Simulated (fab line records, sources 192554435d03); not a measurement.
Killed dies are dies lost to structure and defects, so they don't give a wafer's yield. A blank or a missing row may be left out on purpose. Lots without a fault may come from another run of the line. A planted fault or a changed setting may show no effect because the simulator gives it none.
fab line records | flow n5_finfet
record lots=7 wafers=21
route steps=1938 shown PMOS_HMC_CHANNEL_EPI@58 FIN_SAQP@100 FIN_CUT@173 SD_EPI_N@264
start_h: hours from the record's first day to the start of the lot's first wafer shown | wait_h: hours since the lot's step before | " the same as in the row above | L1.1+2: a row that stands for several wafers | - no value, or no start given | * or withheld: withheld | < > ~ a bound
route shown NAME@n: a module of which the file shows steps, and the number in the route of the first | usual: mean/standard deviation of fault-free wafers | same: alike in all rows | chamber/n: place in a boat | sites: the reading at each site | _std_site: their standard deviation | _edge_site: outer sites' mean less inner sites' | radius_mm: how far each site lies from the wafer's centre | mask NAME#n: copy n | behind: the tool/chamber that last shaped the wafer | hold: why the lot was held/for how many hours/how that ended | device: the transistor (n, p or np) that didn't switch | end of line: the same wafers' tests at the end of the route | a step without rows: its recipe alone | killed: dies lost to structure and defects at the first sort, not the wafer's yield | map: a wafer's dies, x killed, . not, _ none there
set.NAME: the setting as run; set.NAME@STEP: as run at that earlier step | model.NAME: the simulator's own value behind a step, which no gauge read
lots whose settings were changed on purpose; a table a step, a row a wafer
## steps
# step N5_PMOS_HMC_CHANNEL_EPI_COAT_31
# recipe resist=BARC temp_c=205 time_s=60 spin_rpm=1500 resist_thk_nm=66
# columns lot.wafer tool chamber start_h wait_h set.spin_rpm model.BARC_of_PMOS_HMC_CHANNEL_EPI_COAT_31.thk_nm
L075.1 litho_track-04 0 23.30 0.0 1406 68.64
L075.4 " 0 " " 1500 66.33
L075.5 " 0 " " 1406 68.54
L080.1 litho_track-04 0 53.46 0.0 1447 67.49
L080.3 " 0 " " 1500 66.17
L080.5 " 0 " " 1500 66.27
L083.3 litho_track-04 0 71.48 0.0 1500 65.93
L083.5 " 0 " " 1500 66.12
L083.6 " 0 " " 1500 65.94
L084.1 litho_track-04 0 77.40 0.0 1500 66.41
L084.2 " 0 " " 1500 66.32
L084.3 " 0 " " 1500 66.18
L088.1 litho_track-03 0 100.78 0.1 1428 67.49
L088.3 " 0 " " 1500 65.94
L088.4 " 0 " " 1500 66.04
L090.3 litho_track-04 0 113.02 0.0 1500 66.6
L090.4 " 0 " " 1593 64.64
L090.6 " 0 " " 1593 64.5
L093.1 litho_track-04 0 131.13 0.0 1500 66.23
L093.3 " 0 " " 1500 66.34
L093.6 " 0 " " 1500 66.4
# step N5_PMOS_HMC_CHANNEL_EPI_COAT_03
# recipe resist=CAR-ArF-block spin_rpm=1500 resist_thk_nm=205
# step N5_PMOS_HMC_CHANNEL_EPI_EBR_05
# recipe solvent=PGMEA ebr_width_mm=1.5
# step N5_PMOS_HMC_CHANNEL_EPI_DESCUM_14
# recipe chemistry=O2 time_s=7.9 source_power_w=50 bias_power_w=20 pressure_mtorr=20 rf_frequency_hz=2.712e+07 temp_c=40 resist=CAR-ArF-block o2_flow_sccm=225
# step N5_PMOS_HMC_CHANNEL_EPI_ETCH_32
# recipe chemistry=N2/H2 target=BARC stop_on=SiO2 target_depth_a=858 over_etch_frac=0.3 time_s=50.3 ion_energy_ev=200 mask_material=CAR-ArF-block pressure_mtorr=30 source_w=840 bias_w=150 n2_flow_sccm=200 h2_flow_sccm=200
# columns lot.wafer tool chamber start_h wait_h set.spin_rpm@PMOS_HMC_CHANNEL_EPI_COAT_31 model.etch.depth_nm
L075.1 rie_diel-05 3 23.84 0.0 1406 68.64
L075.4 " 3 " " 1500 66.33
L075.5 " 0 " " 1406 68.54
L080.1 rie_diel-06 2 54.46 0.0 1447 67.49
L080.3 " 3 " " 1500 66.17
L080.5 " 3 " " 1500 66.27
L083.3 rie_diel-06 3 72.94 0.0 1500 65.93
L083.5 " 3 " " 1500 66.12
L083.6 " 2 " " 1500 65.94
L084.1 rie_diel-06 0 78.01 0.0 1500 66.41
L084.2 " 2 " " 1500 66.32
L084.3 " 1 " " 1500 66.18
L088.1 rie_diel-06 3 101.26 0.0 1428 67.49
L088.3 " 0 " " 1500 65.94
L088.4 " 1 " " 1500 66.04
L090.3 rie_diel-05 1 113.50 0.0 1500 66.6
L090.4 " 3 " " 1593 64.64
L090.6 " 1 " " 1593 64.5
L093.1 rie_diel-05 1 131.60 0.0 1500 66.23
L093.3 " 2 " " 1500 66.34
L093.6 " 2 " " 1500 66.4
# step N5_FIN_SAQP_PECVD_06
# recipe material=a-Si target_thk_a=600 temp_c=400 precursor=SiH4/He pressure_torr=3 rf_w=100 time_s=48.1
# columns lot.wafer tool chamber start_h wait_h set.time_s model.a-Si_of_FIN_SAQP_PECVD_06.thk_nm
L075.1 pecvd-03 0 27.80 0.0 48.1 59.85
L075.4 " 1 " " 48.1 59.96
L075.5 " 0 " " 52.2 65.77
L080.1 pecvd-02 1 57.91 0.0 48.1 58.74
L080.3 " 0 " " 48.1 58.38
L080.5 " 2 " " 48.1 61.19
L083.3 pecvd-03 2 76.82 0.0 45.77 56.7
L083.5 " 1 " " 48.1 61.13
L083.6 " 2 " " 48.1 61.4
L084.1 pecvd-01 1 82.05 0.0 43.57 53.45
L084.2 " 0 " " 48.1 59.5
L084.3 " 2 " " 48.1 59.25
L088.1 pecvd-02 1 104.86 0.0 45 55.87
L088.3 " 2 " " 48.1 60.81
L088.4 " 2 " " 45 57.31
L090.3 pecvd-01 2 116.96 0.0 50.95 63.02
L090.4 " 2 " " 48.1 60.21
L090.6 " 1 " " 50.95 63.76
L093.1 pecvd-01 1 135.14 0.0 48.1 59.04
L093.3 " 2 " " 48.1 59.93
L093.6 " 0 " " 48.1 60.75
# step N5_FIN_SAQP_THK_MEAS_07
# usual thk_nm=59.9/0.78
# columns lot.wafer tool chamber start_h wait_h set.time_s@FIN_SAQP_PECVD_06 thk_nm
L075.1 film_metro-01 - 27.92 0.1 48.1 59.9
L075.4 " - " " 48.1 60.0
L075.5 " - " " 52.2 65.8
L080.1 film_metro-02 - 58.00 0.1 48.1 58.7
L080.3 " - " " 48.1 58.3
L080.5 " - " " 48.1 61.2
L083.3 film_metro-02 - 76.91 0.1 45.77 56.7
L083.5 " - " " 48.1 61.1
L083.6 " - " " 48.1 61.4
L084.1 film_metro-02 - 82.14 0.1 43.57 53.5
L084.2 " - " " 48.1 59.5
L084.3 " - " " 48.1 59.3
L088.1 film_metro-02 - 104.95 0.1 45 56.0
L088.3 " - " " 48.1 60.9
L088.4 " - " " 45 57.3
L090.3 film_metro-02 - 117.05 0.1 50.95 63.0
L090.4 " - " " 48.1 60.2
L090.6 " - " " 50.95 63.8
L093.1 film_metro-01 - 135.22 0.1 48.1 59.0
L093.3 " - " " 48.1 59.9
L093.6 " - " " 48.1 60.7
# step N5_FIN_SAQP_HM_DEP_72
# recipe material=SiO2 target_thk_a=120 temp_c=400 precursor=SiH4/N2O pressure_torr=0.75 rf_w=275 time_s=7.2
# columns lot.wafer tool chamber start_h wait_h set.time_s model.SiO2_of_FIN_SAQP_HM_DEP_72.thk_nm
L075.1 pecvd-01 0 27.96 0.0 7.2 12.17
L075.4 " 2 " " 7.2 12.04
L075.5 " 2 " " 6.531 10.91
L080.1 pecvd-03 2 58.04 0.0 8.245 13.56
L080.3 " 0 " " 7.2 11.73
L080.5 " 2 " " 8.245 13.72
L083.3 pecvd-01 0 76.95 0.0 7.2 11.93
L083.5 " 0 " " 7.2 12.33
L083.6 " 1 " " 7.2 12.15
L084.1 pecvd-03 1 82.17 0.0 7.2 11.99
L084.2 " 0 " " 6.813 11.02
L084.3 " 2 " " 7.2 12.21
L088.1 pecvd-01 1 104.99 0.0 6.632 10.97
L088.3 " 0 " " 6.632 11.36
L088.4 " 2 " " 7.2 12.22
L090.3 pecvd-03 2 117.09 0.0 7.2 12.07
L090.4 " 1 " " 7.2 12.34
L090.6 " 0 " " 7.2 12.04
L093.1 pecvd-02 1 135.26 0.0 7.2 11.72
L093.3 " 2 " " 7.2 11.84
L093.6 " 1 " " 7.2 11.82
# step N5_FIN_SAQP_COAT_49
# recipe resist=SOC temp_c=250 time_s=60 spin_rpm=1500 resist_thk_nm=100
# step N5_FIN_SAQP_COAT_50
# recipe resist=SiARC temp_c=220 time_s=60 spin_rpm=1500 resist_thk_nm=35
# step N5_FIN_SAQP_ETCH_52
# recipe chemistry=N2/H2 target=SOC target_depth_a=1000 overetch_a=200 mask_material=SiARC temp_c=40 time_s=150 ion_energy_ev=200 pressure_mtorr=30 source_w=840 bias_w=150 n2_flow_sccm=200 h2_flow_sccm=200 ends=end_point
# step N5_FIN_SAQP_STRIP_53
# recipe chemistry=N2/H2 temp_c=40 n2_flow_sccm=200 h2_flow_sccm=200 rf_frequency_hz=6e+07
# step N5_FIN_SAQP_HM_OPEN_73
# recipe chemistry=CHF3/O2 target=SiO2 stop_on=a-Si target_depth_a=120 over_etch_frac=1.8 mask_material=SOC time_s=16.8 pressure_mtorr=30 source_w=650 bias_w=170 Ar_flow_sccm=200 CHF3_flow_sccm=50 O2_flow_sccm=5 ion_energy_ev=200 ends=end_point
# columns lot.wafer tool chamber start_h wait_h set.time_s@FIN_SAQP_HM_DEP_72 model.etch.depth_nm
L075.1 rie_diel-04 1 28.73 0.0 7.2 12.17
L075.4 " 2 " " 7.2 12.04
L075.5 " 1 " " 6.531 10.91
L080.1 rie_diel-01 2 58.78 0.0 8.245 13.56
L080.3 " 0 " " 7.2 11.73
L080.5 " 2 " " 8.245 13.72
L083.3 rie_diel-04 0 78.18 0.0 7.2 11.93
L083.5 " 3 " " 7.2 12.33
L083.6 " 2 " " 7.2 12.15
L084.1 rie_diel-04 1 82.92 0.0 7.2 11.99
L084.2 " 3 " " 6.813 11.02
L084.3 " 0 " " 7.2 12.21
L088.1 rie_diel-03 0 105.73 0.0 6.632 10.97
L088.3 " 3 " " 6.632 11.36
L088.4 " 0 " " 7.2 12.22
L090.3 rie_diel-03 0 118.29 0.0 7.2 12.07
L090.4 " 0 " " 7.2 12.34
L090.6 " 1 " " 7.2 12.04
L093.1 rie_diel-01 3 136.29 0.0 7.2 11.72
L093.3 " 2 " " 7.2 11.84
L093.6 " 2 " " 7.2 11.82
# step N5_FIN_SAQP_STRIP_74
# recipe chemistry=CHF3/O2 resist=SiARC rf_frequency_hz=6e+07
# step N5_FIN_SAQP_MANDREL_ETCH_22
# recipe target_depth_a=600 chemistry=HBr/Cl2 target=a-Si stop_on=SiNx bt_time_s=10 over_etch_frac=0.5 time_s=30 pressure_mtorr=10 icp_w=800 bias_w=75 HBr_flow_sccm=150 Cl2_flow_sccm=80 ends=end_point
# usual oes_product_au=0.771/0.0099
# columns lot.wafer tool chamber start_h wait_h set.time_s@FIN_SAQP_PECVD_06 oes_product_au model.etch.depth_nm
L075.1 rie_si-06 1 28.81 0.0 48.1 0.773 59.79
L075.4 " 0 " " 48.1 0.766 59.95
L075.5 " 1 " " 52.2 0.810 65.72
L080.1 rie_si-02 1 58.86 0.0 48.1 0.767 58.74
L080.3 " 2 " " 48.1 0.764 58.38
L080.5 " 0 " " 48.1 0.783 61.19
L083.3 rie_si-02 0 78.27 0.0 45.77 0.746 56.7
L083.5 " 2 " " 48.1 0.791 61.13
L083.6 " 1 " " 48.1 0.788 61.39
L084.1 rie_si-06 2 83.00 0.0 43.57 0.721 53.4
L084.2 " 3 " " 48.1 0.770 59.5
L084.3 " 1 " " 48.1 0.760 59.25
L088.1 rie_si-06 2 105.82 0.0 45 0.741 55.87
L088.3 " 1 " " 48.1 0.772 60.81
L088.4 " 3 " " 45 0.750 57.31
L090.3 rie_si-06 2 118.37 0.0 50.95 0.790 63.02
L090.4 " 3 " " 48.1 0.765 60.21
L090.6 " 1 " " 50.95 0.793 63.69
L093.1 rie_si-02 0 136.38 0.0 48.1 0.763 59.04
L093.3 " 1 " " 48.1 0.776 59.93
L093.6 " 0 " " 48.1 0.781 60.75
# step N5_FIN_CUT_CUT_ETCH_26
# recipe chemistry=CH3F/O2 target=SiNx target_depth_a=390 mask_material=SOC time_s=55.7 pressure_mtorr=30 source_w=395 bias_w=73 Ar_flow_sccm=150 CH3F_flow_sccm=30 O2_flow_sccm=20 ion_energy_ev=120
# usual rf_vpp_V=298/5
# columns lot.wafer tool chamber start_h wait_h set.source_w rf_vpp_V
L075.1 rie_diel-06 2 35.76 0.0 395 302
L075.4 " 3 " " 429.4 296
L075.5 " 3 " " 395 306
L080.1 rie_diel-02 3 64.63 0.0 395 294
L080.3 " 2 " " 395 295
L080.5 " 3 " " 395 292
L083.3 rie_diel-05 2 84.88 0.0 395 290
L083.5 " 3 " " 395 294
L083.6 " 2 " " 395 290
L084.1 rie_diel-02 3 88.55 0.0 395 292
L084.2 " 1 " " 395 298
L084.3 " 2 " " 331 320
L088.1 rie_diel-02 2 110.88 0.0 395 293
L088.3 " 3 " " 395 293
L088.4 " 1 " " 362 311
L090.3 rie_diel-05 3 124.34 0.0 395 295
L090.4 " 1 " " 395 298
L090.6 " 3 " " 461.8 276
L093.1 rie_diel-06 2 141.68 0.0 395 301
L093.3 " 0 " " 395 301
L093.6 " 3 " " 395 306
# step N5_SD_EPI_N_COAT_03
# recipe resist=CAR-ArF-block spin_rpm=1500 resist_thk_nm=150
# columns lot.wafer tool chamber start_h wait_h set.spin_rpm model.CAR-ArF-block_of_SD_EPI_N_COAT_03.thk_nm
L075.1 litho_track-04 0 - - 1642 143.8
L075.4 " 0 " " 1500 150.2
L075.5 " 0 " " 1500 151
L080.1+3 litho_track-01 0 - - 1500 150.4
L080.5 " 0 " " 1500 150.8
L083.3 litho_track-01 0 - - 1500 149.4
L083.5 " 0 " " 1658 143.2
L083.6 " 0 " " 1500 150
L084.1 litho_track-04 0 - - 1500 150.2
L084.2 " 0 " " 1385 156.8
L084.3 " 0 " " 1500 151
L088.1 litho_track-01 0 - - 1500 150.6
L088.3 " 0 " " 1657 143
L088.4 " 0 " " 1657 143.2
L090.3 litho_track-04 0 - - 1500 150.2
L090.4 " 0 " " 1441 153.4
L090.6 " 0 " " 1441 153
L093.1+3+6 litho_track-01 0 - - 1500 150.4
# step N5_SD_EPI_N_PEB_07
# recipe peb_temp_c=110 peb_time_s=60 resist=CAR-ArF-block
# columns lot.wafer tool chamber start_h wait_h set.peb_temp_c
L075.1+4+5 litho_track-01 0 60.29 0.1 110
L080.1 litho_track-01 0 84.67 0.1 110
L080.3+5 " 0 " " 113.2
L083.3+5 litho_track-05 0 106.41 0.0 110
L083.6 " 0 " " 111.4
L084.1+2 litho_track-01 0 110.47 0.1 110
L084.3 " 0 " " 108.2
L088.1 litho_track-01 0 132.85 0.1 110
L088.3+4 " 0 " " 107
L090.3+4+6 litho_track-01 0 144.82 0.0 110
L093.1+3+6 litho_track-01 0 162.45 0.1 110
# step N5_SD_EPI_N_DEVELOP_08
# recipe develop_time_s=30 developer=TMAH resist=CAR-ArF-block dev_temp_c=23 rinse_liquid=diw dry=air_spin
# columns lot.wafer tool chamber start_h wait_h set.spin_rpm@SD_EPI_N_COAT_03 model.CAR-ArF-block_of_SD_EPI_N_COAT_03.thk_nm
L075.1 litho_track-01 0 - - 1642 142
L075.4 " 0 " " 1500 148.6
L075.5 " 0 " " 1500 149.2
L080.1 litho_track-01 0 - - 1500 148.6
L080.3 " 0 " " 1500 148.8
L080.5 " 0 " " 1500 149
L083.3 litho_track-05 0 - - 1500 147.8
L083.5 " 0 " " 1658 141.4
L083.6 " 0 " " 1500 148.2
L084.1 litho_track-01 0 - - 1500 148.4
L084.2 " 0 " " 1385 155
L084.3 " 0 " " 1500 149.2
L088.1 litho_track-01 0 - - 1500 148.8
L088.3 " 0 " " 1657 141.2
L088.4 " 0 " " 1657 141.4
L090.3 litho_track-01 0 - - 1500 148.6
L090.4 " 0 " " 1441 151.8
L090.6 " 0 " " 1441 151.4
L093.1+3 litho_track-01 0 - - 1500 148.6
L093.6 " 0 " " 1500 148.8
# step N5_SD_EPI_N_CD_MEAS_09
# recipe target_cd_nm=120 landing_energy_ev=500 detector=se_inlens
# usual cd_nm=120.2/0.65
# columns lot.wafer tool chamber start_h wait_h set.peb_temp_c@SD_EPI_N_PEB_07 cd_nm
L075.1 cd_sem-02 0 60.36 - 110 121.3
L075.4 " 0 " " 110 120.8
L075.5 " 0 " " 110 119.8
L080.1 cd_sem-01 0 84.74 - 110 121.2
L080.3 " 0 " " 113.2 128.6
L080.5 " 0 " " 113.2 127.8
L083.3 cd_sem-01 0 106.47 - 110 120.6
L083.5 " 0 " " 110 120.2
L083.6 " 0 " " 111.4 122.9
L084.1 cd_sem-03 0 110.54 - 110 119.1
L084.2 " 0 " " 110 119.3
L084.3 " 0 " " 108.2 114.5
L088.1 cd_sem-02 0 132.92 - 110 121.0
L088.3 " 0 " " 107 113.0
L088.4 " 0 " " 107 112.2
L090.3 cd_sem-02 0 144.88 - 110 120.1
L090.4 " 0 " " 110 120.6
L090.6 " 0 " " 110 120.3
L093.1 cd_sem-02 0 162.51 - 110 120.4
L093.3 " 0 " " 110 120.6
L093.6 " 0 " " 110 119.8
# step N5_SD_EPI_N_DESCUM_14
# recipe chemistry=O2 time_s=7.9 source_power_w=50 bias_power_w=20 pressure_mtorr=20 rf_frequency_hz=2.712e+07 temp_c=40 resist=CAR-ArF-block o2_flow_sccm=225
# columns lot.wafer tool chamber start_h wait_h set.peb_temp_c@SD_EPI_N_PEB_07 model.SD_EPI_N.cd_nm
L075.1 rie_diel-04 2 60.47 0.1 110 121
L075.4 " 3 " " 110 120.4
L075.5 " 0 " " 110 119.8
L080.1 rie_diel-01 1 84.83 0.0 110 121.2
L080.3 " 0 " " 113.2 128.4
L080.5 " 0 " " 113.2 127.8
L083.3 rie_diel-03 0 106.56 0.0 110 120.6
L083.5 " 1 " " 110 120.4
L083.6 " 3 " " 111.4 123
L084.1 rie_diel-01 1 110.63 0.0 110 119
L084.2 " 0 " " 110 119.8
L084.3 " 2 " " 108.2 114.6
L088.1 rie_diel-03 2 133.01 0.0 110 121
L088.3 " 1 " " 107 113
L088.4 " 1 " " 107 112
L090.3 rie_diel-01 1 144.97 0.0 110 120.2
L090.4 " 3 " " 110 120.8
L090.6 " 2 " " 110 120
L093.1 rie_diel-03 2 162.64 0.1 110 120.4
L093.3 " 1 " " 110 120.6
L093.6 " 1 " " 110 119.8
# step N5_SD_EPI_N_ETCH_16
# recipe chemistry=CHF3/O2 target=SiO2 target_depth_a=50 mask_material=SOC pressure_mtorr=30 source_w=650 bias_w=170 Ar_flow_sccm=200 CHF3_flow_sccm=50 O2_flow_sccm=5 ion_energy_ev=200
# columns lot.wafer tool chamber start_h wait_h set.target_depth_a set.peb_temp_c@SD_EPI_N_PEB_07 model.SD_EPI_N.cd_nm model.etch.depth_nm
L075.1 rie_diel-04 2 61.09 0.1 44.28 110 121 4.355
L075.4 " 3 " " 44.28 110 121 4.397
L075.5 " 0 " " 50 110 121 4.829
L080.1 rie_diel-01 1 85.45 0.1 54.11 110 120.6 5.273
L080.3 " 0 " " 50 113.2 127.4 4.795
L080.5 " 0 " " 50 113.2 126.4 4.819
L083.3 rie_diel-03 0 107.17 0.1 50 110 120.2 4.718
L083.5 " 1 " " 50 110 121.6 4.963
L083.6 " 3 " " 50 111.4 123.8 5.127
L084.1 rie_diel-01 1 111.25 0.1 50 110 119.4 4.864
L084.2 " 0 " " 50 110 119 4.771
L084.3 " 2 " " 52.86 108.2 114 5.155
L088.1 rie_diel-03 2 133.62 0.1 50 110 122 5.141
L088.3 " 1 " " 46.8 107 113.6 4.634
L088.4 " 1 " " 46.8 107 112 4.622
L090.3 rie_diel-01 1 145.58 0.1 50 110 119.2 4.909
L090.4 " 3 " " 50 110 120.6 5.086
L090.6 " 2 " " 50 110 119.8 4.87
L093.1 rie_diel-03 2 163.25 0.1 50 110 120.8 5.105
L093.3 " 1 " " 50 110 121.4 4.912
L093.6 " 1 " " 50 110 120.6 4.953
## key
split step=N5_PMOS_HMC_CHANNEL_EPI_COAT_31 setting=spin_rpm stated=1500 by=wafer
response step=N5_PMOS_HMC_CHANNEL_EPI_COAT_31 reading=model.BARC_of_PMOS_HMC_CHANNEL_EPI_COAT_31.thk_nm change=-0.339 per=1% r=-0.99
response step=N5_PMOS_HMC_CHANNEL_EPI_ETCH_32 reading=model.etch.depth_nm change=-0.339 per=1% r=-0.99
split step=N5_FIN_SAQP_PECVD_06 setting=time_s stated=48.1 by=wafer
response step=N5_FIN_SAQP_PECVD_06 reading=model.a-Si_of_FIN_SAQP_PECVD_06.thk_nm change=+0.665 per=1% r=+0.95
response step=N5_FIN_SAQP_THK_MEAS_07 reading=thk_nm change=* per=1% r=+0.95
response step=N5_FIN_SAQP_MANDREL_ETCH_22 reading=oes_product_au change=+0.00494 per=1% r=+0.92
response step=N5_FIN_SAQP_MANDREL_ETCH_22 reading=model.etch.depth_nm change=+0.665 per=1% r=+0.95
split step=N5_FIN_SAQP_HM_DEP_72 setting=time_s stated=7.2 by=wafer
response step=N5_FIN_SAQP_HM_DEP_72 reading=model.SiO2_of_FIN_SAQP_HM_DEP_72.thk_nm change=+0.137 per=1% r=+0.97
response step=N5_FIN_SAQP_HM_OPEN_73 reading=model.etch.depth_nm change=+0.137 per=1% r=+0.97
split step=N5_FIN_CUT_CUT_ETCH_26 setting=source_w stated=395 by=wafer
response step=N5_FIN_CUT_CUT_ETCH_26 reading=rf_vpp_V change=-1.4 per=1% r=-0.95
split step=N5_SD_EPI_N_COAT_03 setting=spin_rpm stated=1500 by=wafer
response step=N5_SD_EPI_N_COAT_03 reading=model.CAR-ArF-block_of_SD_EPI_N_COAT_03.thk_nm change=-0.704 per=1% r=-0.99
response step=N5_SD_EPI_N_DEVELOP_08 reading=model.CAR-ArF-block_of_SD_EPI_N_COAT_03.thk_nm change=-0.709 per=1% r=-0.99
split step=N5_SD_EPI_N_PEB_07 setting=peb_temp_c stated=110 by=wafer
response step=N5_SD_EPI_N_CD_MEAS_09 reading=cd_nm change=+2.68 per=1% r=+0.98
response step=N5_SD_EPI_N_DESCUM_14 reading=model.SD_EPI_N.cd_nm change=+2.69 per=1% r=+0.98
response step=N5_SD_EPI_N_ETCH_16 reading=model.SD_EPI_N.cd_nm change=+2.75 per=1% r=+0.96
split step=N5_SD_EPI_N_ETCH_16 setting=target_depth_a stated=50 by=wafer
response step=N5_SD_EPI_N_ETCH_16 reading=model.etch.depth_nm change=+0.0523 per=1% r=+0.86
